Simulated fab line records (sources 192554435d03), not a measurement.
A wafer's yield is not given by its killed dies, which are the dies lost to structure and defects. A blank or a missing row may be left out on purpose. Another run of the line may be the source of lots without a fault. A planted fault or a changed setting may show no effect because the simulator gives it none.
Which tool was responsible? | flow n5Finfet | 23 lots with 69 wafers sampled at 5 steps, on a route of 1938 steps

## WHAT EACH GAUGE READ, for each wafer
N5_START_INSPECT_01: inspects for defects (unpatterned scan). Usual: rawDefectCount reads 6.0 (standard deviation 2.4).
lot  | measured    | on               | rawDefectCount | flag
L074 | day 1 12:02 | defectInspect-01 | 2 12 7         | 
L075 | day 1 18:02 | defectInspect-01 | 8 7 5          | 
L076 | day 2 00:02 | defectInspect-02 | 6 4 5          | 
L077 | day 2 06:02 | defectInspect-01 | 7 7 7          | 
L079 | day 2 18:02 | defectInspect-02 | 7 4 6          | 
L080 | day 3 00:02 | defectInspect-01 | 5 12 5         | 
L081 | day 3 06:02 | defectInspect-02 | 6 6 1          | 
L082 | day 3 12:02 | defectInspect-02 | 6 8 4          | 
L083 | day 3 18:02 | defectInspect-01 | 9 3 9          | 
L084 | day 4 00:02 | defectInspect-02 | 3 5 6          | 
L085 | day 4 06:02 | defectInspect-01 | 6 3 7          | 
L086 | day 4 12:02 | defectInspect-01 | 7 9 2          | 
L087 | day 4 18:02 | defectInspect-02 | 4 4 4          | 
L088 | day 5 00:02 | defectInspect-01 | 9 6 7          | 
L089 | day 5 06:02 | defectInspect-02 | 6 7 7          | 
L090 | day 5 12:02 | defectInspect-01 | 7 6 1          | 
L091 | day 5 18:02 | defectInspect-02 | 6 6 2          | 
L092 | day 6 00:02 | defectInspect-01 | 7 7 7          | 
L093 | day 6 06:02 | defectInspect-02 | 3 5 12         | 
L094 | day 6 12:02 | defectInspect-02 | 10 8 6         | 
L095 | day 6 18:02 | defectInspect-02 | 6 10 13        | 
L096 | day 7 00:02 | defectInspect-01 | 5 6 7          | 
L097 | day 7 06:02 | defectInspect-01 | 4 2 6          | 

N5_FIN_SAQP_THK_MEAS_05. Usual: thkNm reads 37.9 nm (standard deviation 0.51).
lot  | measured    | on           | thkNm (nm)     | flag
L074 | day 1 21:34 | filmMetro-01 | 37.3 38.0 38.3 | 
L075 | day 2 03:55 | filmMetro-01 | 37.4 37.0 37.4 | 
L076 | day 2 10:01 | filmMetro-02 | 37.7 38.3 38.0 | 
L077 | day 2 15:47 | filmMetro-01 | 37.8 37.9 38.4 | 
L079 | day 3 04:19 | filmMetro-01 | 38.1 38.6 37.3 | 
L080 | day 3 09:47 | filmMetro-01 | 38.1 38.1 38.7 | 
L081 | day 3 15:35 | filmMetro-02 | 37.6 37.7 38.2 | 
L082 | day 3 22:09 | filmMetro-01 | 39.0 38.5 38.6 | 
L083 | day 4 02:54 | filmMetro-02 | 37.2 38.0 38.7 | 
L084 | day 4 11:04 | filmMetro-02 | 37.7 37.3 38.3 | 
L085 | day 4 15:40 | filmMetro-02 | 38.0 37.6 38.2 | 
L086 | day 4 21:27 | filmMetro-01 | 37.5 37.1 38.3 | 
L087 | day 5 06:32 | filmMetro-01 | 37.9 37.9 37.6 | 
L088 | day 5 10:28 | filmMetro-01 | 37.7 37.9 38.2 | 
L089 | day 5 15:30 | filmMetro-01 | 37.9 38.4 38.2 | 
L090 | day 5 22:09 | filmMetro-02 | 37.2 37.7 37.6 | 
L091 | day 6 03:41 | filmMetro-01 | 37.5 37.2 39.1 | 
L092 | day 6 08:50 | filmMetro-01 | 37.9 38.7 38.0 | 
L093 | day 6 15:07 | filmMetro-02 | 37.8 38.6 38.6 | 
L094 | day 6 21:00 | filmMetro-01 | 37.7 37.8 38.3 | 
L095 | day 7 04:04 | filmMetro-01 | 37.3 38.5 38.8 | 
L096 | day 7 09:01 | filmMetro-02 | 37.4 38.2 37.9 | 
L097 | day 7 15:16 | filmMetro-02 | 37.2 37.6 37.9 | 

## WHAT TOOL EACH LOT RAN ON (gives the tool, then ch and the chambers of the sampled wafers, and finally the start)
lot  | N5_ZERO_LAYER_PECVD_02         | N5_ZERO_LAYER_ETCH_17            | N5_FIN_SAQP_HM_DEP_03
L074 | pecvd-03 ch 0,1,2, day 1 12:17 | rieDiel-05 ch 0,2, day 1 12:52   | pecvd-01 ch 1,2, day 1 21:28
L075 | pecvd-04 ch 0,1,2, day 1 18:17 | rieDiel-01 ch 0,1,2, day 1 19:04 | pecvd-03 ch 0,1,2, day 2 03:50
L076 | pecvd-04 ch 0,1,2, day 2 00:17 | rieDiel-01 ch 0,2, day 2 00:50   | pecvd-01 ch 0,1,2, day 2 09:56
L077 | pecvd-04 ch 0,1,2, day 2 06:17 | rieDiel-04 ch 0,3, day 2 06:43   | pecvd-04 ch 1,2, day 2 15:41
L079 | pecvd-03 ch 0,2, day 2 18:17   | rieDiel-01 ch 0,1,3, day 2 18:54 | pecvd-03 ch 1,2, day 3 04:13
L080 | pecvd-03 ch 1,2, day 3 00:17   | rieDiel-05 ch 1,2,3, day 3 00:43 | pecvd-03 ch 0,1, day 3 09:41
L081 | pecvd-02 ch 1,2, day 3 06:17   | rieDiel-05 ch 1,2, day 3 06:43   | pecvd-04 ch 1,2, day 3 15:30
L082 | pecvd-04 ch 0, day 3 12:17     | rieDiel-01 ch 0,1,2, day 3 12:44 | pecvd-01 ch 0,1,2, day 3 22:04
L083 | pecvd-02 ch 1,2, day 3 18:28   | rieDiel-05 ch 1,2,3, day 3 19:02 | pecvd-04 ch 0,1, day 4 02:49
L084 | pecvd-03 ch 0,2, day 4 00:17   | rieDiel-05 ch 0,2,3, day 4 00:51 | pecvd-03 ch 0,1, day 4 10:59
L085 | pecvd-03 ch 0,2, day 4 06:17   | rieDiel-01 ch 0,1,3, day 4 06:43 | pecvd-04 ch 1,2, day 4 15:34
L086 | pecvd-04 ch 0,2, day 4 12:17   | rieDiel-04 ch 1,2,3, day 4 12:50 | pecvd-04 ch 0,1,2, day 4 21:22
L087 | pecvd-03 ch 0,1,2, day 4 18:18 | rieDiel-04 ch 0,2,3, day 4 18:58 | pecvd-04 ch 0,1,2, day 5 06:27
L088 | pecvd-04 ch 0,2, day 5 00:17   | rieDiel-01 ch 1,3, day 5 00:43   | pecvd-04 ch 0,1, day 5 10:21
L089 | pecvd-03 ch 0,1, day 5 06:18   | rieDiel-01 ch 2,3, day 5 06:52   | pecvd-04 ch 0,1, day 5 15:25
L090 | pecvd-03 ch 0,2, day 5 12:17   | rieDiel-01 ch 0,1,3, day 5 12:52 | pecvd-04 ch 0,1,2, day 5 22:04
L091 | pecvd-02 ch 0,1, day 5 18:20   | rieDiel-01 ch 0,2, day 5 18:54   | pecvd-03 ch 0,1,2, day 6 03:37
L092 | pecvd-04 ch 0,2, day 6 00:17   | rieDiel-05 ch 0,1,3, day 6 00:51 | pecvd-04 ch 0,2, day 6 08:45
L093 | pecvd-03 ch 0,1,2, day 6 06:17 | rieDiel-01 ch 0,2,3, day 6 06:50 | pecvd-04 ch 0,2, day 6 15:01
L094 | pecvd-02 ch 1,2, day 6 12:17   | rieDiel-05 ch 1,2,3, day 6 12:47 | pecvd-04 ch 0,1,2, day 6 20:55
L095 | pecvd-03 ch 0,1,2, day 6 18:17 | rieDiel-05 ch 0,2,3, day 6 18:50 | pecvd-01 ch 0,1,2, day 7 03:59
L096 | pecvd-03 ch 0,1, day 7 00:18   | rieDiel-05 ch 2,3, day 7 00:57   | pecvd-04 ch 1,2, day 7 08:56
L097 | pecvd-02 ch 0,1, day 7 06:17   | rieDiel-01 ch 0,1, day 7 06:49   | pecvd-03 ch 0,2, day 7 15:10
- N5_ZERO_LAYER_PECVD_02: deposits SiO2 from SiH4/N2O, target thk 10 nm, time 6 s.
- N5_ZERO_LAYER_ETCH_17: etches SiO2 in CF4, target depth 12 nm, time 13.3 s.
- N5_FIN_SAQP_HM_DEP_03: deposits SiNx from SiH4/NH3/N2, target thk 38 nm, time 33.6 s.

## AS READ BY THE TOOLS THEMSELVES (means over the sampled wafers that have a number; for cases with no such wafer, the mark the record gives instead)
N5_ZERO_LAYER_PECVD_02. Usual: heaterPowerW 766 W, standard deviation 95; rfFwdPowerW 272.6 W, standard deviation 1.1; showerheadPlenumPTorr 8.17 Torr, standard deviation 0.1.
lot  | tool     | heaterPowerW (W) | rfFwdPowerW (W) | showerheadPlenumPTorr (Torr) | flag
L074 | pecvd-03 | 783              | 271.8           | 8.17                         | 
L075 | pecvd-04 | 756              | 272.6           | 8.25                         | 
L076 | pecvd-04 | 771              | 272.0           | 8.26                         | 
L077 | pecvd-04 | 826              | 273.1           | 8.26                         | 
L079 | pecvd-03 | 783              | 272.2           | 8.12                         | 
L080 | pecvd-03 | 663              | 272.4           | 8.17                         | 
L081 | pecvd-02 | 746              | 272.9           | 7.96                         | 
L082 | pecvd-04 | 895              | 273.6           | 8.23                         | 
L083 | pecvd-02 | 789              | 271.4           | 8.01                         | 
L084 | pecvd-03 | 737              | 273.2           | 8.13                         | 
L085 | pecvd-03 | 824              | 272.6           | 8.12                         | 
L086 | pecvd-04 | 844              | 273.8           | 8.24                         | 
L087 | pecvd-03 | 701              | 271.7           | 8.18                         | 
L088 | pecvd-04 | 802              | 273.1           | 8.25                         | 
L089 | pecvd-03 | 801              | 272.7           | 8.18                         | 
L090 | pecvd-03 | 764              | 272.0           | 8.12                         | 
L091 | pecvd-02 | 808              | 272.7           | 8.06                         | 
L092 | pecvd-04 | 884              | 272.7           | 8.25                         | 
L093 | pecvd-03 | 716              | 272.4           | 8.17                         | 
L094 | pecvd-02 | 804              | 271.5           | 8.00                         | 
L095 | pecvd-03 | 755              | 272.1           | 8.19                         | 
L096 | pecvd-03 | 742              | 273.8           | 8.23                         | 
L097 | pecvd-02 | 846              | 272.7           | 8.05                         | 

N5_ZERO_LAYER_ETCH_17. Usual: cf4FlowSccm 100.0 sccm, standard deviation 0.32; chamberPressureMTorr 39.99 mTorr, standard deviation 0.037; drypumpMotorCurrentA 5.7 A, standard deviation 0.32; oesProductAu 0.79 a.u., standard deviation 0.1; rfFwdPowerW 445.4 W, standard deviation 1.7; rfVppV 951 V, standard deviation 3.6; showerheadPlenumPTorr 2.19 Torr, standard deviation 0.055; throttleValvePct 15.63 %, standard deviation 0.18.
lot  | tool       | cf4FlowSccm (sccm) | chamberPressureMTorr (mTorr) | drypumpMotorCurrentA (A) | oesProductAu (a.u.) | rfFwdPowerW (W) | rfVppV (V) | showerheadPlenumPTorr (Torr) | throttleValvePct (%) | flag
L074 | rieDiel-05 | 100.2              | 40.00                        | 5.5                      | 0.71                | 446.3           | 953        | 2.20                         | 15.66                | 
L075 | rieDiel-01 | 100.2              | 40.02                        | 5.7                      | 0.79                | 446.7           | 950        | 2.18                         | 15.84                | 
L076 | rieDiel-01 | 100.1              | 39.99                        | 5.7                      | 0.71                | 446.1           | 947        | 2.12                         | 16.06                | 
L077 | rieDiel-04 | 99.8               | 39.97                        | 5.9                      | 0.85                | 446.5           | 952        | 2.21                         | 15.43                | 
L079 | rieDiel-01 | 99.9               | 39.99                        | 5.9                      | 0.77                | 445.1           | 951        | 2.18                         | 15.64                | 
L080 | rieDiel-05 | 100.2              | 40.01                        | 5.7                      | 0.78                | 445.0           | 953        | 2.21                         | 15.59                | 
L081 | rieDiel-05 | 100.2              | 40.00                        | 5.6                      | 0.76                | 446.1           | 952        | 2.19                         | 15.66                | 
L082 | rieDiel-01 | 100.2              | 40.01                        | 5.7                      | 0.87                | 444.2           | 951        | 2.18                         | 15.69                | 
L083 | rieDiel-05 | 100.1              | 40.00                        | 5.7                      | 0.77                | 444.4           | 952        | 2.21                         | 15.60                | 
L084 | rieDiel-05 | 100.0              | 39.98                        | 5.5                      | 0.71                | 445.3           | 953        | 2.21                         | 15.63                | 
L085 | rieDiel-01 | 99.8               | 39.95                        | 5.8                      | 0.76                | 445.3           | 949        | 2.18                         | 15.67                | 
L086 | rieDiel-04 | 100.0              | 39.97                        | 5.7                      | 0.78                | 445.8           | 952        | 2.19                         | 15.53                | 
L087 | rieDiel-04 | 100.0              | 39.97                        | 5.8                      | 0.77                | 445.1           | 952        | 2.20                         | 15.67                | 
L088 | rieDiel-01 | 99.9               | 40.03                        | 5.9                      | 0.81                | 445.5           | 953        | 2.22                         | 15.60                | 
L089 | rieDiel-01 | 99.8               | 39.97                        | 6.0                      | 0.76                | 445.9           | 947        | 2.11                         | 15.66                | 
L090 | rieDiel-01 | 99.9               | 40.03                        | 5.8                      | 0.75                | 444.6           | 951        | 2.17                         | 15.69                | 
L091 | rieDiel-01 | 100.1              | 40.02                        | 5.7                      | 0.85                | 446.4           | 946        | 2.12                         | 15.77                | 
L092 | rieDiel-05 | 99.9               | 40.00                        | 5.5                      | 0.78                | 444.8           | 952        | 2.22                         | 15.53                | 
L093 | rieDiel-01 | 100.1              | 39.99                        | 5.9                      | 0.76                | 446.4           | 948        | 2.11                         | 15.74                | 
L094 | rieDiel-05 | 100.0              | 40.01                        | 5.7                      | 0.84                | 443.5           | 951        | 2.20                         | 15.47                | 
L095 | rieDiel-05 | 100.2              | 39.98                        | 5.5                      | 0.79                | 445.1           | 953        | 2.20                         | 15.50                | 
L096 | rieDiel-05 | 99.9               | 39.96                        | 5.8                      | 0.78                | 443.5           | 952        | 2.21                         | 15.53                | 
L097 | rieDiel-01 | 100.4              | 40.00                        | 5.7                      | 0.79                | 444.0           | 953        | 2.22                         | 15.71                | 

N5_FIN_SAQP_HM_DEP_03. Usual: heaterPowerW 758 W, standard deviation 84; rfFwdPowerW 297.5 W, standard deviation 1.2; showerheadPlenumPTorr 5.19 Torr, standard deviation 0.04; throttleValvePct 40.4 %, standard deviation 2.
lot  | tool     | heaterPowerW (W) | rfFwdPowerW (W) | showerheadPlenumPTorr (Torr) | throttleValvePct (%) | flag
L074 | pecvd-01 | 668              | 296.6           | 5.21                         | 40.9                 | 
L075 | pecvd-03 | 766              | 296.7           | 5.15                         | 41.0                 | 
L076 | pecvd-01 | 766              | 296.7           | 5.24                         | 41.6                 | 
L077 | pecvd-04 | 686              | 297.6           | 5.21                         | 40.1                 | 
L079 | pecvd-03 | 651              | 298.2           | 5.17                         | 42.4                 | 
L080 | pecvd-03 | 735              | 297.5           | 5.15                         | 40.4                 | 
L081 | pecvd-04 | 780              | 298.2           | 5.20                         | 38.5                 | 
L082 | pecvd-01 | 749              | 297.3           | 5.24                         | 41.7                 | 
L083 | pecvd-04 | 751              | 298.6           | 5.19                         | 40.2                 | 
L084 | pecvd-03 | 737              | 297.9           | 5.18                         | 41.9                 | 
L085 | pecvd-04 | 754              | 296.9           | 5.21                         | 40.1                 | 
L086 | pecvd-04 | 778              | 297.6           | 5.20                         | 39.4                 | 
L087 | pecvd-04 | 754              | 296.8           | 5.19                         | 39.5                 | 
L088 | pecvd-04 | 805              | 297.4           | 5.19                         | 40.4                 | 
L089 | pecvd-04 | 733              | 295.8           | 5.20                         | 41.2                 | 
L090 | pecvd-04 | 751              | 297.5           | 5.20                         | 39.5                 | 
L091 | pecvd-03 | 748              | 297.9           | 5.15                         | 41.1                 | 
L092 | pecvd-04 | 826              | 298.7           | 5.19                         | 38.0                 | 
L093 | pecvd-04 | 792              | 298.4           | 5.19                         | 38.9                 | 
L094 | pecvd-04 | 798              | 296.9           | 5.20                         | 39.7                 | 
L095 | pecvd-01 | 779              | 296.6           | 5.24                         | 41.9                 | 
L096 | pecvd-04 | 689              | 296.9           | 5.20                         | 40.3                 | 
L097 | pecvd-03 | 747              | 297.2           | 5.13                         | 40.1                 | 

## THE ANSWER, worked out from the rows above alone
Rule: a lot counts as off when the mean over its wafers that have a number is more than 3 standard deviations away from the usual mean. Also off: a lot with no number at a reading for which 4 or more lots have one. Where the step has rows for the other lots, those lots are counted as sound. Order of review: gauges by route order, followed by the tools' own readings, for which a lot's mean as printed above is used. At the first step where some lot is off, the reading lying furthest off is the one used; lots without a number count as furthest.
No lot is off at any reading shown: from this, nothing can be told.

## WHAT HAD BEEN PUT IN BY THE SIMULATOR
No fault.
